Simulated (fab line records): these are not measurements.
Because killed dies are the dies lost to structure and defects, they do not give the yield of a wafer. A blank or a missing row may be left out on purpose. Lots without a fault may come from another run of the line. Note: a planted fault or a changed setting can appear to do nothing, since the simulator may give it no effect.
One fault seen from 2 desks :: flow nandHarc :: each desk holds nothing but its own numbers, with what lay behind them at the end

== THE METROLOGY DESK ==
Lot by lot, what the gauges showed, no matter which tool ran the lot: averages of those sampled wafers that carry a number. If a lot's mean is further than 4 standard deviations from the usual mean, the lot is out of limits and carries the mark OUT (the distance appears in the brackets).
Columns: A = thkNm at NHARC_THIN_TSV_THK_MEAS_02, usual 2992 nm; B = cdNm at NHARC_THIN_TSV_CD_MEAS_16, usual 1000.8 nm
lot: L689
first seen here: day 19 00:09
A: 2971
B: 1000.4

lot: L691
first seen here: day 19 14:07
A: 3009
B: 999.9

lot: L693
first seen here: day 19 15:18
A: 2876
B: 1001.1

lot: L695
first seen here: day 20 04:17
A: 2803
B: 1001.9

lot: L696
first seen here: day 20 05:29
A: 3086
B: 999.6

lot: L694
first seen here: day 20 06:41
A: 2996
B: 1002.6

lot: L697
first seen here: day 21 01:56
A: 2934
B: 999.9

lot: L699
first seen here: day 21 03:07
A: 2998
B: 1000.4

lot: L700
first seen here: day 21 10:15
A: 2859
B: 1000.5

lot: L702
first seen here: day 21 18:40
A: 2988
B: 1001.4

lot: L705
first seen here: day 22 15:36
A: 2875
B: 1001.1

lot: L706
first seen here: day 23 03:55
A: 3033
B: 1000.9

lot: L711
first seen here: day 23 20:10
A: 3052
B: 1000.5

lot: L710
first seen here: day 23 21:22
A: 3160
B: 1002.8
This desk's verdict: no lot among the 14 shows anything out of limits.

== FOR THE TOOL OWNER'S DESK: rieMetal-02 ==
The tool's own readings at NHARC_THIN_TSV_ETCH_59 (etches the open film in Cl2/BCl3, target depth 880 nm, time 138.1 s): means of the sampled wafers that have a number, for each lot that ran on this tool. If a lot's mean is further than 4 standard deviations from the usual mean, the lot is out of limits and carries the mark OUT (the distance appears in the brackets).
Columns: A = drypumpMotorCurrentA at NHARC_THIN_TSV_ETCH_59, usual 5.9 A; B = oesProductAu at NHARC_THIN_TSV_ETCH_59, usual 1.000 a.u.; C = runLengthS at NHARC_THIN_TSV_ETCH_59, usual 159.6 s; D = throttleValvePct at NHARC_THIN_TSV_ETCH_59, usual 22.265 %
lot: L691
first seen here: day 19 21:52
A: 6.0
B: 1.004
C: 160.2
D: 22.273

lot: L693
first seen here: day 19 22:51
A: 6.3
B: 1.005
C: 159.6
D: 22.271

lot: L697
first seen here: day 21 09:31
A: 6.2
B: 1.007
C: 159.8
D: 22.266

lot: L702
first seen here: day 22 01:45
A: 6.2
B: 0.995
C: 160.0
D: 22.265

lot: L705
first seen here: day 22 23:14
A: 6.3
B: 0.996
C: 154.0 (-13) OUT
D: 22.260

lot: L706
first seen here: day 23 11:03
A: 6.2
B: 1.010
C: 148.8 (-25) OUT
D: 22.260
Finding of this desk: L705, L706 out of limits; the first was L705 at day 22 23:14, on runLengthS at NHARC_THIN_TSV_ETCH_59. L691, L693, L697, L702: within limits.

== PUT TOGETHER ==
At day 22 23:14, on L705, L706, the tool owner's desk was in a position to raise an alarm.
At the metrology desk, nothing out of limits was observed.
The metrology desk has L705, L706 on record, within its limits.
Of the lots named, all ran NHARC_THIN_TSV_ETCH_59 on rieMetal-02.

== WHAT THE SIMULATOR PUT IN ==
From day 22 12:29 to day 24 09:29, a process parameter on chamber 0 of rieMetal-02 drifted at NHARC_THIN_TSV_ETCH_59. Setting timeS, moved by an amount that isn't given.
Struck lots among those shown: L705, L706.
Time in hours from fault onset to the first out-of-limits reading at each desk: the tool owner's desk, 11.
